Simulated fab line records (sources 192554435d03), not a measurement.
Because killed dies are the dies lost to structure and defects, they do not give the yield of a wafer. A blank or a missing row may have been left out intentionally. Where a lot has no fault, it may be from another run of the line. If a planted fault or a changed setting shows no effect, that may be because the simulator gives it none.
2 desks looking at one fault :: flow n5_finfet :: only its own numbers are on each desk; what lay behind them is given at the end

== FROM THE METROLOGY DESK ==
What the gauges read for every lot (on any tool): the sampled wafers with a number, averaged. Marked OUT: a lot whose mean sits more than 4 standard deviations from the usual mean, which makes it out of limits; the brackets give that distance. It has 10 readings; the 7 that lie furthest out on some lot are the ones shown.
Columns: A = DIBL_P at N5_BEOL_M4_RC_MEAS_101, usual 36.1 mV/V; B = IOFF_N at N5_BEOL_M4_RC_MEAS_101, usual 0.16 nA/um; C = ION_P at N5_BEOL_M4_RC_MEAS_101, usual 463 uA/um; D = SS_N at N5_BEOL_M4_RC_MEAS_101, usual 71.4 mV/dec; E = SS_P at N5_BEOL_M4_RC_MEAS_101, usual 73.2 mV/dec; F = VT_N at N5_BEOL_M4_RC_MEAS_101, usual 250 mV; G = VT_P at N5_BEOL_M4_RC_MEAS_101, usual -250 mV
lot: L363
first seen here: day 8 04:59
A: 37.2
B: 0.14
C: 449
D: 71.4
E: 72.9
F: 252
G: -255

lot: L364
first seen here: day 8 07:29
A: 34.4
B: 0.14
C: 470
D: 70.9
E: 72.9
F: 250
G: -248

lot: L367
first seen here: day 9 05:44
A: 33.7
B: 0.14
C: 461
D: 71.5
E: 72.4
F: 249
G: -250

lot: L376
first seen here: day 11 13:42
A: 39.2
B: 0.21
C: 466
D: 71.7
E: 74.0
F: 244
G: -250

lot: L377
first seen here: day 12 14:43
A: 35.6
B: 0.13
C: 452
D: 70.9
E: 72.7
F: 253
G: -256

lot: L381
first seen here: day 12 22:08
A: 35.0
B: 0.15
C: 467
D: 71.2
E: 73.0
F: 250
G: -246

lot: L382
first seen here: day 14 05:20
A: 34.7
B: 0.15
C: 454
D: 71.7
E: 73.2
F: 250
G: -252

lot: L385
first seen here: day 14 11:01
A: 35.8
B: 0.13
C: 465
D: 70.5
E: 72.3
F: 254
G: -251

lot: L386
first seen here: day 15 03:51
A: 37.5
B: 0.16
C: 468
D: 72.0
E: 73.1
F: 249
G: -248
This desk's verdict: no lot among the 9 shows anything out of limits.

== FOR THE TOOL OWNER'S DESK: rie_diel-06 ==
The tool's own readings at N5_MOL_CONTACT_COAG_ETCH_106 (etches SOC in N2/H2, target depth 80 nm, overetch 16 nm, time 120 s): means of the sampled wafers that have a number, for each lot that ran on this tool. Marked OUT: a lot whose mean sits more than 4 standard deviations from the usual mean, which makes it out of limits; the brackets give that distance.
Columns: A = drypump_motor_current_A at N5_MOL_CONTACT_COAG_ETCH_106, usual 5.6 A; B = oes_product_au at N5_MOL_CONTACT_COAG_ETCH_106, usual 0.73 a.u.; C = rf_fwd_power_W at N5_MOL_CONTACT_COAG_ETCH_106, usual 836.3 W; D = rf_vpp_V at N5_MOL_CONTACT_COAG_ETCH_106, usual 523.2 V; E = showerhead_plenum_p_Torr at N5_MOL_CONTACT_COAG_ETCH_106, usual 2.52 Torr; F = throttle_valve_pct at N5_MOL_CONTACT_COAG_ETCH_106, usual 17.79 %
lot: L363
first seen here: day 4 16:13
A: 5.5
B: 0.63
C: 834.0
D: 520.1
E: 2.44
F: 18.03

lot: L364
first seen here: day 4 23:07
A: 5.4
B: 0.67
C: 836.6
D: 521.6
E: 2.46
F: 17.95

lot: L367
first seen here: day 5 20:58
A: 5.3
B: 0.78
C: 838.9
D: 524.8
E: 2.58
F: 17.83

lot: L376
first seen here: day 8 05:30
A: 5.3
B: 0.76
C: 632.9 (-73) OUT
D: 575.8 (+21) OUT
E: 2.62
F: 17.76

lot: L377
first seen here: day 8 07:28
A: 5.4
B: 0.83
C: 634.1 (-72) OUT
D: 574.7 (+21) OUT
E: 2.57
F: 17.52
Finding of this desk: L376, L377 out of limits; the first was L376 at day 8 05:30, on rf_fwd_power_W at N5_MOL_CONTACT_COAG_ETCH_106. L363, L364, L367 stayed within limits.

== ALL TOGETHER ==
At day 8 05:30, on L376, L377, the tool owner's desk was in a position to raise an alarm.
From the metrology desk's view, nothing was out of limits.
The metrology desk holds a record of L376, L377, inside its limits.
On rie_diel-06, each named lot ran N5_MOL_CONTACT_COAG_ETCH_106.

== WHAT HAD BEEN PUT IN BY THE SIMULATOR ==
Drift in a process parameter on rie_diel-06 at N5_MOL_CONTACT_COAG_ETCH_106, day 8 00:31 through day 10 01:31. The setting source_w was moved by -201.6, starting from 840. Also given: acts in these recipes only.
Struck lots among those shown: L376, L377.
Hours from the fault's start to each desk's first reading out of limits: the tool owner's desk, 5.
